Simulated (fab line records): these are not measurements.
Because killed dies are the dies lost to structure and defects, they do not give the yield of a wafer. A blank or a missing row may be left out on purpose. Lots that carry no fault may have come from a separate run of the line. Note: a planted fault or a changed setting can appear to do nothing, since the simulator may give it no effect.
Which tool is to blame? -- flow n5 finfet -- 24 lots, 72 wafers sampled, at 6 steps of a route of 1938

WHAT THE GAUGES SHOWED, per wafer
N5_MOL_CONTACT_COAG_CD_MEAS_40: the cd target is 25.1 nm. Usual: cd nm at 25.04 nm, with a standard deviation of 0.24.
lot,measured,on,cd nm (nm),flag
L074,day 5 01:39,cd sem-03,25.04 24.89 25.23,
L075,day 5 13:47,cd sem-01,24.72 25.14 25.14,
L076,day 5 16:56,cd sem-01,25.33 25.00 25.26,
L077,day 5 20:38,cd sem-03,25.26 25.13 25.39,
L078,day 6 06:28,cd sem-02,25.23 25.21 25.03,
L079,day 6 10:30,cd sem-01,24.82 25.13 25.16,
L080,day 6 16:43,cd sem-03,25.45 25.18 25.27,
L081,day 6 19:15,cd sem-01,24.96 24.82 24.95,
L082,day 7 05:03,cd sem-03,25.15 24.86 24.69,
L083,day 7 11:48,cd sem-03,25.00 25.31 25.03,
L084,day 7 15:59,cd sem-02,24.56 25.06 24.89,
L085,day 8 02:26,cd sem-02,25.67 25.40 24.70,
L086,day 8 05:56,cd sem-01,24.67 24.98 24.87,
L087,day 8 11:10,cd sem-01,24.88 24.70 25.14,
L088,day 8 14:11,cd sem-01,24.86 24.84 24.99,
L089,day 8 19:08,cd sem-01,24.87 25.24 24.91,
L090,day 9 04:02,cd sem-01,25.16 24.75 24.61,
L091,day 9 07:26,cd sem-02,25.48 24.85 25.09,
L092,day 9 16:28,cd sem-01,24.89 24.86 24.95,
L093,day 9 19:11,cd sem-03,24.82 25.52 25.23,
L094,day 10 09:08,cd sem-02,25.20 25.31 25.00,
L095,day 10 09:11,cd sem-03,25.11 24.73 25.40,
L096,day 10 22:39,cd sem-02,24.92 24.71 25.46,
L097,day 11 00:59,cd sem-02,24.90 25.00 25.27,

WHAT TOOL EACH LOT RAN ON (gives the tool, then ch and the chambers of the sampled wafers, and finally the start)
lot,N5_GATE_CUT_HM_OPEN_40,N5_MOL_CONTACT_COAG_ETCH_106,N5_MOL_CONTACT_COAG_TI_SIL_19,N5_MOL_CONTACT_COAG_ETCHBACK_135,N5_MOL_CONTACT_COAG_STRIP_119
L074,"rie diel-02 ch 2,3, day 4 11:17","rie diel-05 ch 0,1,2, day 4 14:59","pvd sputter-03, day 4 15:46","rie diel-03 ch 1,2, day 5 00:58","plasma asher-02 ch 0,1, day 5 01:11"
L075,"rie diel-06 ch 0,3, day 4 19:50","rie diel-01 ch 0,1, day 4 23:52","pvd sputter-02, day 5 02:25","rie diel-03 ch 1,2,3, day 5 13:06","plasma asher-02 ch 1, day 5 13:19"
L076,"rie diel-04 ch 0,1, day 5 01:57","rie diel-03 ch 0,2,3, day 5 05:52","pvd sputter-01, day 5 06:43","rie diel-03 ch 1,2,3, day 5 16:07","plasma asher-02 ch 0,1, day 5 16:20"
L077,"rie diel-04 ch 0,1,3, day 5 05:56","rie diel-05 ch 1,2,3, day 5 09:47","pvd sputter-02, day 5 10:47","rie diel-01 ch 1,3, day 5 19:56","plasma asher-02 ch 0,1, day 5 20:10"
L078,"rie diel-06 ch 1,2,3, day 5 13:29","rie diel-05 ch 0,1,3, day 5 17:38","pvd sputter-01, day 5 19:16","rie diel-03 ch 2,3, day 6 05:47","plasma asher-02 ch 0,1, day 6 06:00"
L079,"rie diel-04 ch 0,2,3, day 5 19:59","rie diel-03 ch 0,2,3, day 5 23:59","pvd sputter-01, day 6 01:04","rie diel-03 ch 0,1,3, day 6 09:49","plasma asher-02 ch 0,1, day 6 10:02"
L080,"rie diel-02 ch 1,2, day 6 01:19","rie diel-01 ch 0,3, day 6 05:01","pvd sputter-03, day 6 05:47","rie diel-03 ch 0,1,2, day 6 16:02","plasma asher-02 ch 0,1, day 6 16:16"
L081,"rie diel-06 ch 1,3, day 6 04:31","rie diel-03 ch 0,2,3, day 6 08:13","pvd sputter-03, day 6 09:14","rie diel-03 ch 2,3, day 6 18:32","plasma asher-02 ch 0,1, day 6 18:45"
L082,"rie diel-04 ch 0,1,3, day 6 13:43","rie diel-01 ch 0,1,3, day 6 17:49","pvd sputter-02, day 6 19:50","rie diel-01 ch 1,2,3, day 7 04:22","plasma asher-02 ch 0,1, day 7 04:35"
L083,"rie diel-02 ch 1,2, day 6 20:08","rie diel-01 ch 0,1,3, day 7 00:19","pvd sputter-02, day 7 02:00","rie diel-05 ch 0,2,3, day 7 11:07","plasma asher-01 ch 0,1, day 7 11:20"
L084,"rie diel-04 ch 0,1,3, day 7 02:14","rie diel-03 ch 1,2,3, day 7 06:06","pvd sputter-02, day 7 06:52","rie diel-03 ch 1,2, day 7 14:55","plasma asher-01 ch 0,1, day 7 15:23"
L085,"rie diel-06 ch 0,2,3, day 7 08:38","rie diel-01 ch 0,1,2, day 7 12:47","pvd sputter-01, day 7 13:39","rie diel-05 ch 0,1,3, day 8 01:45","plasma asher-01 ch 0,1, day 8 01:58"
L086,"rie diel-02 ch 2,3, day 7 15:07","rie diel-05 ch 0,1,3, day 7 19:13","pvd sputter-02, day 7 20:56","rie diel-05 ch 0,1,2, day 8 05:12","plasma asher-02 ch 0,1, day 8 05:29"
L087,"rie diel-04 ch 1,2,3, day 7 18:56","rie diel-05 ch 1,2, day 7 22:47","pvd sputter-03, day 7 23:33","rie diel-03 ch 2,3, day 8 10:29","plasma asher-01 ch 0,1, day 8 10:43"
L088,"rie diel-04 ch 1,2,3, day 7 20:55","rie diel-03 ch 1,3, day 8 00:47","pvd sputter-02, day 8 03:35","rie diel-01 ch 1,2, day 8 13:30","plasma asher-02 ch 0,1, day 8 13:43"
L089,"rie diel-06 ch 0,1,3, day 8 04:36","rie diel-01 ch 0,1,3, day 8 08:48","pvd sputter-01, day 8 09:38","rie diel-01 ch 0,2,3, day 8 18:20","plasma asher-01 ch 0,1, day 8 18:33"
L090,"rie diel-06 ch 1,2, day 8 10:52","rie diel-05 ch 0,1,3, day 8 14:42","pvd sputter-02, day 8 15:34","rie diel-01 ch 0,1, day 9 02:19","plasma asher-02 ch 0,1, day 9 02:32"
L091,"rie diel-04 ch 0,1,2, day 8 16:41","rie diel-05 ch 1,2,3, day 8 20:31","pvd sputter-02, day 8 22:49","rie diel-01 ch 0,1, day 9 06:37","plasma asher-02 ch 0,1, day 9 06:50"
L092,"rie diel-06 ch 0,3, day 9 00:02","rie diel-05 ch 2,3, day 9 03:58","pvd sputter-02, day 9 05:02","rie diel-03 ch 0,1, day 9 15:46","plasma asher-02 ch 0,1, day 9 15:59"
L093,"rie diel-04 ch 0,2,3, day 9 04:58","rie diel-05 ch 1,2, day 9 08:49","pvd sputter-03, day 9 09:41","rie diel-01 ch 0,1,3, day 9 18:29","plasma asher-02 ch 0,1, day 9 18:43"
L094,"rie diel-04 ch 2,3, day 9 12:46","rie diel-01 ch 0,1, day 9 18:05","pvd sputter-03, day 9 20:07","rie diel-05 ch 0,2, day 10 08:19","plasma asher-02 ch 0,1, day 10 08:34"
L095,"rie diel-04 ch 1,2,3, day 9 16:47","rie diel-03 ch 0,1,3, day 9 20:29","pvd sputter-02, day 9 21:16","rie diel-01 ch 1,2,3, day 10 08:28","plasma asher-02 ch 0,1, day 10 08:41"
L096,"rie diel-02 ch 0,2,3, day 10 08:01","rie diel-01 ch 0,1,3, day 10 11:50","pvd sputter-02, day 10 12:47","rie diel-05 ch 0,1,2, day 10 21:58","plasma asher-01 ch 0,1, day 10 22:11"
L097,"rie diel-06 ch 0,2, day 10 08:25","rie diel-05 ch 0,1,2, day 10 13:02","pvd sputter-03, day 10 15:05","rie diel-05 ch 0,2,3, day 11 00:18","plasma asher-01 ch 0,1, day 11 00:31"
- N5_GATE_CUT_HM_OPEN_40: chemistry C4F6/O2, target SiO2, target depth 139 nm, time 85.1 s.
- N5_MOL_CONTACT_COAG_ETCH_106: etches SOC in N2/H2, target depth 80 nm, overetch 16 nm, time 120 s.
- N5_MOL_CONTACT_COAG_TI_SIL_19: material Ti, target thk 4.2 nm, time 15 s.
- N5_MOL_CONTACT_COAG_ETCHBACK_135: etches SiO2 in CHF3, target depth 25 nm, time 16.7 s.
- N5_MOL_CONTACT_COAG_STRIP_119: strips in N2/H2, time 30 s.

AS READ BY THE TOOLS THEMSELVES (means over the sampled wafers that have a number; for cases with no such wafer, the mark the record gives instead)
N5_GATE_CUT_HM_OPEN_40. Usual: drypump motor current A 5.8 A (standard deviation 0.56); etch rf on time s 94.0 s (standard deviation 2.4); oes_o_777_au 0.81 a.u. (standard deviation 0.085); oes product au 0.73 a.u. (standard deviation 0.079); rf vpp V 665 V (standard deviation 12); showerhead plenum p Torr 2.82 Torr (standard deviation 0.075); throttle valve pct 20.94 % (standard deviation 0.18).
lot,tool,drypump motor current A (A),etch rf on time s (s),oes_o_777_au (a.u.),oes product au (a.u.),rf vpp V (V),showerhead plenum p Torr (Torr),throttle valve pct (%),flag
L074,rie diel-02,6.6,95.7,0.84,0.76,655,2.79,20.96,
L075,rie diel-06,6.0,95.9,0.71,0.64,669,2.90,21.11,
L076,rie diel-04,5.4,91.3,0.95,0.86,671,2.87,20.88,
L077,rie diel-04,5.6,91.4,0.90,0.83,668,2.82,20.91,
L078,rie diel-06,5.5,94.8,0.75,0.68,662,2.84,21.04,
L079,rie diel-04,5.6,92.3,0.82,0.75,665,2.76,20.92,
L080,rie diel-02,6.4,94.1,0.79,0.71,665,2.90,20.62,
L081,rie diel-06,5.6,95.4,0.73,0.66,669,2.91,21.11,
L082,rie diel-04,5.6,92.2,0.89,0.80,667,2.81,20.92,
L083,rie diel-02,6.5,94.2,0.80,0.73,656,2.84,20.74,
L084,rie diel-04,5.6,91.6,0.88,0.80,667,2.81,20.94,
L085,rie diel-06,5.7,94.8,0.82,0.75,662,2.83,20.92,
L086,rie diel-02,6.7,94.8,0.81,0.74,666,2.78,21.15,
L087,rie diel-04,5.3,94.3,0.79,0.72,662,2.78,20.97,
L088,rie diel-04,5.3,93.7,0.79,0.72,663,2.78,20.96,
L089,rie diel-06,5.8,93.7,0.79,0.72,669,2.90,21.00,
L090,rie diel-06,5.9,96.3,0.74,0.65,656,2.85,21.10,
L091,rie diel-04,5.4,93.5,0.83,0.75,669,2.80,20.90,
L092,rie diel-06,5.4,96.3,0.77,0.72,675,2.87,20.97,
L093,rie diel-04,5.6,94.8,0.79,0.72,666,2.75,20.95,
L094,rie diel-04,5.5,95.7,0.74,0.68,659,2.73,21.02,
L095,rie diel-04,5.3,93.2,0.78,0.70,662,2.77,20.98,
L096,rie diel-02,6.2,94.8,0.82,0.74,666,2.80,20.94,
L097,rie diel-06,6.2,92.1,0.85,0.77,654,2.84,20.84,

N5_MOL_CONTACT_COAG_ETCH_106. Usual: drypump motor current A 5.7 A, standard deviation 0.36; oes product au 0.74 a.u., standard deviation 0.084; rf vpp V 524 V, standard deviation 3.3; showerhead plenum p Torr 2.55 Torr, standard deviation 0.11; throttle valve pct 17.83 %, standard deviation 0.24.
lot,tool,drypump motor current A (A),oes product au (a.u.),rf vpp V (V),showerhead plenum p Torr (Torr),throttle valve pct (%),flag
L074,rie diel-05,5.6,0.72,523,2.53,17.98,
L075,rie diel-01,5.7,0.76,522,2.51,17.90,
L076,rie diel-03,6.0,0.64,521,2.45,17.80,
L077,rie diel-05,5.6,0.68,526,2.61,17.93,
L078,rie diel-05,5.5,0.66,523,2.50,18.14,
L079,rie diel-03,5.9,0.64,522,2.45,17.81,
L080,rie diel-01,6.2,0.84,526,2.63,17.78,
L081,rie diel-03,5.9,0.64,522,2.45,17.81,
L082,rie diel-01,6.0,0.82,525,2.57,17.80,
L083,rie diel-01,6.0,0.81,524,2.57,17.80,
L084,rie diel-03,5.9,0.69,524,2.55,17.86,
L085,rie diel-01,5.5,0.82,522,2.49,17.62,
L086,rie diel-05,5.5,0.73,522,2.50,18.00,
L087,rie diel-05,5.6,0.80,525,2.61,17.65,
L088,rie diel-03,5.8,0.74,526,2.65,17.80,
L089,rie diel-01,6.0,0.79,524,2.56,17.82,
L090,rie diel-05,5.5,0.72,522,2.49,18.02,
L091,rie diel-05,5.6,0.73,526,2.60,17.80,
L092,rie diel-05,5.5,0.66,526,2.64,17.92,
L093,rie diel-05,5.7,0.77,526,2.61,17.67,
L094,rie diel-01,5.8,0.77,522,2.49,17.84,
L095,rie diel-03,5.8,0.74,527,2.64,17.68,
L096,rie diel-01,6.0,0.76,524,2.56,17.85,
L097,rie diel-05,5.6,0.74,522,2.50,17.89,

N5_MOL_CONTACT_COAG_TI_SIL_19. Usual: throttle valve pct at 30.0 %, with a standard deviation of 1.4.
lot,tool,throttle valve pct (%),flag
L074,pvd sputter-03,28.7,
L075,pvd sputter-02,29.8,
L076,pvd sputter-01,31.7,
L077,pvd sputter-02,30.7,
L078,pvd sputter-01,32.7,
L079,pvd sputter-01,31.1,
L080,pvd sputter-03,29.0,
L081,pvd sputter-03,28.7,
L082,pvd sputter-02,28.9,
L083,pvd sputter-02,28.7,
L084,pvd sputter-02,28.8,
L085,pvd sputter-01,31.7,
L086,pvd sputter-02,30.1,
L087,pvd sputter-03,29.6,
L088,pvd sputter-02,30.7,
L089,pvd sputter-01,31.2,
L090,pvd sputter-02,29.4,
L091,pvd sputter-02,29.5,
L092,pvd sputter-02,30.4,
L093,pvd sputter-03,29.1,
L094,pvd sputter-03,29.6,
L095,pvd sputter-02,29.7,
L096,pvd sputter-02,29.5,
L097,pvd sputter-03,29.6,

N5_MOL_CONTACT_COAG_ETCHBACK_135. Usual: drypump motor current A 5.8 A, standard deviation 0.39; oes product au 0.83 a.u., standard deviation 0.095; rf vpp V 532 V, standard deviation 9.3; showerhead plenum p Torr 2.38 Torr, standard deviation 0.11; throttle valve pct 18.71 %, standard deviation 0.21.
lot,tool,drypump motor current A (A),oes product au (a.u.),rf vpp V (V),showerhead plenum p Torr (Torr),throttle valve pct (%),flag
L074,rie diel-03,5.5,0.78,534,2.36,18.88,
L075,rie diel-03,5.9,0.78,538,2.39,18.71,
L076,rie diel-03,5.8,0.79,539,2.39,18.71,
L077,rie diel-01,6.3,0.95,532,2.49,18.81,
L078,rie diel-03,5.9,0.70,535,2.30,18.80,
L079,rie diel-03,5.9,0.78,537,2.38,18.61,
L080,rie diel-03,5.6,0.76,534,2.35,18.78,
L081,rie diel-03,5.9,0.71,535,2.30,18.82,
L082,rie diel-01,5.8,0.93,534,2.40,18.62,
L083,rie diel-05,5.5,0.79,528,2.38,18.83,
L084,rie diel-03,5.5,0.82,538,2.43,18.82,
L085,rie diel-05,5.5,0.81,521,2.33,18.87,
L086,rie diel-05,5.6,0.86,521,2.35,18.70,
L087,rie diel-03,5.9,0.70,535,2.29,18.84,
L088,rie diel-01,5.6,0.90,527,2.33,18.48,
L089,rie diel-01,5.7,0.91,537,2.40,18.68,
L090,rie diel-01,5.7,0.88,522,2.33,18.60,
L091,rie diel-01,5.7,0.88,525,2.33,18.64,
L092,rie diel-03,5.5,0.92,538,2.52,18.47,
L093,rie diel-01,6.0,0.87,529,2.40,18.76,
L094,rie diel-05,5.6,0.79,521,2.29,18.85,
L095,rie diel-01,5.8,0.88,533,2.39,18.66,
L096,rie diel-05,5.6,0.82,522,2.34,18.74,
L097,rie diel-05,5.5,0.84,527,2.37,18.75,

N5_MOL_CONTACT_COAG_STRIP_119. Usual: drypump motor current A 6.07 A, standard deviation 0.11; heater power w 317 W, standard deviation 30.
lot,tool,drypump motor current A (A),heater power w (W),flag
L074,plasma asher-02,6.09,324,
L075,plasma asher-02,6.14,341,
L076,plasma asher-02,6.04,305,
L077,plasma asher-02,6.07,319,
L078,plasma asher-02,6.04,307,
L079,plasma asher-02,6.03,305,
L080,plasma asher-02,6.05,307,
L081,plasma asher-02,6.06,305,
L082,plasma asher-02,6.02,306,
L083,plasma asher-01,6.14,315,
L084,plasma asher-01,6.14,312,
L085,plasma asher-01,6.02,334,
L086,plasma asher-02,6.09,322,
L087,plasma asher-01,6.02,338,
L088,plasma asher-02,6.06,304,
L089,plasma asher-01,6.15,313,
L090,plasma asher-02,6.05,305,
L091,plasma asher-02,6.09,325,
L092,plasma asher-02,6.11,329,
L093,plasma asher-02,6.11,324,
L094,plasma asher-02,6.10,319,
L095,plasma asher-02,6.10,326,
L096,plasma asher-01,6.03,329,
L097,plasma asher-01,6.03,334,

THE ANSWER, worked out from the rows above alone
Rule: a lot is off if the mean of its wafers that have a number lies more than 3 standard deviations from the usual mean. Also off: a lot with no number at a reading for which 4 or more lots have one. The other lots that the step has rows for count as sound. The gauges are gone through in route order, then the tools' own readings, and for those a lot's mean is taken as printed above. At the first step where some lot is off, the reading lying furthest off is the one used; lots without a number count as furthest.
No lot is off on any of the readings shown, so nothing can be concluded from this.

WHAT THE SIMULATOR HAD INSERTED
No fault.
